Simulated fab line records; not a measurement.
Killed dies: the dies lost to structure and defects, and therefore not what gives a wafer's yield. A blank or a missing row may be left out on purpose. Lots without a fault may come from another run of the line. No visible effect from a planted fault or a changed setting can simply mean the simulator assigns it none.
Problem report, 8D (eight disciplines) form, completed by code -- flow n5-finfet -- the parts of the form that need people (team, actions taken, sign-off) are left out

## 1. WHAT IS WRONG
Wafers without a fault read 3, standard deviation 3.2; killed-at-other at N5_PASSIVATION_PROBE_49 reads a mean of 1092 on 6 wafers belonging to 2 lots. That is +99 or more standard deviations from the usual mean.
First seen on wafer L396.4, day 18 17:26, on prober-01. The record holds 6 wafers of 2 lots with a number at this step. Rule for "out", or "out of limits": more than 4 standard deviations from the usual mean. All remaining wafers that have a number are taken as sound.

## 2. WHAT IT IS AND WHAT IT IS NOT
question,is,is not
which readings at this step,"killed-at-other, defect-limited-yield, killed-dies, killed-on-rim, sort_bin_5_function, sort-n-pass, sort-yield-pct","killed_at_M0_to_M3, killed_at_M4_up, killed-at-contacts, killed-at-front-end, killed-open, killed-short, sort_bin_6_memory"
which lots,"L396, L398",-
which wafers of those lots,all that have a number,-
read on which tools,"prober-01, prober-02",-
when,from day 18 17:26,up to then (0 sound wafers)

## 3. THE SUSPECTS, EACH WITH WHAT RULES IT OUT
Counting: a tool at a process step up to the reading stays a suspect if it ran every lot that is out and no sound lot after the first of them.
- rie-metal-03 at N5_MIM_BOT_ETCH_ETCH_03 (etches the open film in Cl2/BCl3, target depth 12 nm): kept. It ran every lot that is out, first L396 (day 18 08:17), and no sound lot after that.
Left after counting: rie-metal-03 at N5_MIM_BOT_ETCH_ETCH_03.

## 4. THE CAUSE (what the simulator had put in)
At N5_MIM_BOT_ETCH_ETCH_03, the step was skipped entirely on rie-metal-03 from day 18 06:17 on. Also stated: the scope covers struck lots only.
Counting left only this tool.

## 5. THE CHAIN OF EFFECTS, in route order
Each row: a reading whose mean over the struck wafers that have a number lies more than 3 standard deviations from the usual. Only readings for which the record gives a usual standard deviation are gone through. hours: the time from each lot's start at the first step in this table that gives one to its start at this step, as a median over the lots. sigmas: the change in usual standard deviations.
hours,step,reading,usual,on struck wafers,change,sigmas
0,N5_PASSIVATION_PROBE_49,defect-limited-yield,91.0 %,0.0,-91.0,-61
0,N5_PASSIVATION_PROBE_49,killed-at-other,3,1092,+1090,+99 or more
0,N5_PASSIVATION_PROBE_49,killed-dies,106,1180,+1074,+60
0,N5_PASSIVATION_PROBE_49,killed-on-rim,14,152,+138,+33
0,N5_PASSIVATION_PROBE_49,sort_bin_5_function,5.2 %,97.2,+92.0,+97
0,N5_PASSIVATION_PROBE_49,sort-n-pass,1074,0,-1074,-60
0,N5_PASSIVATION_PROBE_49,sort-yield-pct,91.0 %,0.0,-91.0,-61
Here are the process steps it includes:
- N5_PASSIVATION_PROBE_49
Readings that are blank on the struck wafers while sound wafers have them: bcl3-flow-sccm at N5_MIM_BOT_ETCH_ETCH_03; bias-w at N5_MIM_BOT_ETCH_ETCH_03; chamber-pressure-mTorr at N5_MIM_BOT_ETCH_ETCH_03; drypump-motor-current-A at N5_MIM_BOT_ETCH_ETCH_03; oes-product-au at N5_MIM_BOT_ETCH_ETCH_03; throttle-valve-pct at N5_MIM_BOT_ETCH_ETCH_03.

## 6. HOW IT WOULD HAVE BEEN CAUGHT EARLIER
In this record no reading fell out of limits until day 18 17:26, 11 hours after the fault had begun at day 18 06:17.
At N5_MIM_BOT_ETCH_ETCH_03 the tool's readings are blank on the struck wafers, where sound wafers have them: an empty tool record is the first sign, and it was there at once.
By day 18 17:26, every lot that is out (2) had started N5_MIM_BOT_ETCH_ETCH_03 on rie-metal-03. Holding the tool at that point would not have protected any of them.
